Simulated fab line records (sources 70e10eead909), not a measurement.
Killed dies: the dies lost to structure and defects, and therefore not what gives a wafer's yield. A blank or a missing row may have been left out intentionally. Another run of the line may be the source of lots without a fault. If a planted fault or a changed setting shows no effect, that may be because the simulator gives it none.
Matching of chambers ; flow nand-harc ; rie-diel-09 running NHARC_P_ZERO_WELL_DESCUM_39: 4 sister chambers
The step chemistry O2, time 3 s. 24 wafers are shown with their chamber, then 12 later ones without.

== WAFERS WITH THEIR CHAMBER ==
wafer;chamber;drypump-motor-current-A (A);showerhead-plenum-p-Torr (Torr);oes-product-au (a.u.)
L074.1;1;5.5;1.80;1.002
L074.3;2;5.7;1.98;0.999
L074.6;1;5.5;1.80;0.997
L075.2;1;5.5;1.80;0.995
L075.3;2;5.8;1.98;0.994
L075.4;2;5.7;1.98;0.997
L077.1;2;5.7;1.98;1.000
L077.4;2;5.8;1.98;0.994
L077.5;0;5.2;1.93;0.990
L080.1;0;5.2;1.93;0.988
L080.2;3;6.5;2.02;1.004
L080.5;1;5.5;1.80;1.006
L081.1;0;5.2;1.93;0.978
L081.2;2;5.7;1.97;0.999
L081.5;3;6.5;2.02;1.004
L082.1;3;6.5;2.02;0.984
L082.4;2;5.7;1.97;1.002
L082.6;2;5.7;1.97;0.986
L083.2;1;5.5;1.80;0.999
L083.3;0;5.2;1.93;0.987
L083.6;2;5.7;1.97;0.997
L085.2;3;6.5;2.01;0.998
L085.5;0;5.2;1.93;0.997
L085.6;3;6.5;2.01;1.003

SIGNATURES (means of the wafers above)
reading;chamber 0;chamber 1;chamber 2;chamber 3;scatter within a chamber
drypump-motor-current-A;5.200;5.500;5.722;6.500;0.0279
showerhead-plenum-p-Torr;1.9300;1.8000;1.9756;2.0160;0.00414
oes-product-au;0.98800;0.99980;0.99644;0.99860;0.00604
Rule: for a wafer and a chamber, the distance is found by dividing, reading by reading, the gap between the wafer's reading and the chamber's mean by the reading's scatter, squaring, summing and taking the root. The wafer belongs to the nearest chamber; if the next one is less than 2 further off, it can't be placed. The scatter is the square root of a quotient: the sum, over the shown wafers, of each reading's squared deviation from its chamber's mean, divided by wafers minus chambers.

== WAFERS WHOSE CHAMBER IS MISSING ==
wafer;drypump-motor-current-A (A);showerhead-plenum-p-Torr (Torr);oes-product-au (a.u.)
L087.2;5.8;1.97;0.993
L087.3;5.2;1.93;0.993
L087.4;6.5;2.01;0.988
L088.3;5.5;1.79;0.999
L088.4;6.5;2.01;1.000
L088.6;5.7;1.97;0.995
L093.1;5.5;1.79;1.007
L093.5;5.2;1.92;0.996
L093.6;5.5;1.79;1.006
L096.1;6.5;2.00;1.002
L096.5;5.7;1.96;0.990
L096.6;6.5;2.00;1.013

== EACH ONE'S CHAMBER ==
wafer;from the rows above;in truth
L087.2;2;2
L087.3;0;0
L087.4;3;3
L088.3;1;1
L088.4;3;3
L088.6;2;2
L093.1;1;1
L093.5;0;0
L093.6;1;1
L096.1;3;3
L096.5;2;2
L096.6;3;3
12 of 12 placed correctly. Number that these rows cannot place: 0. 0 placed wrongly.
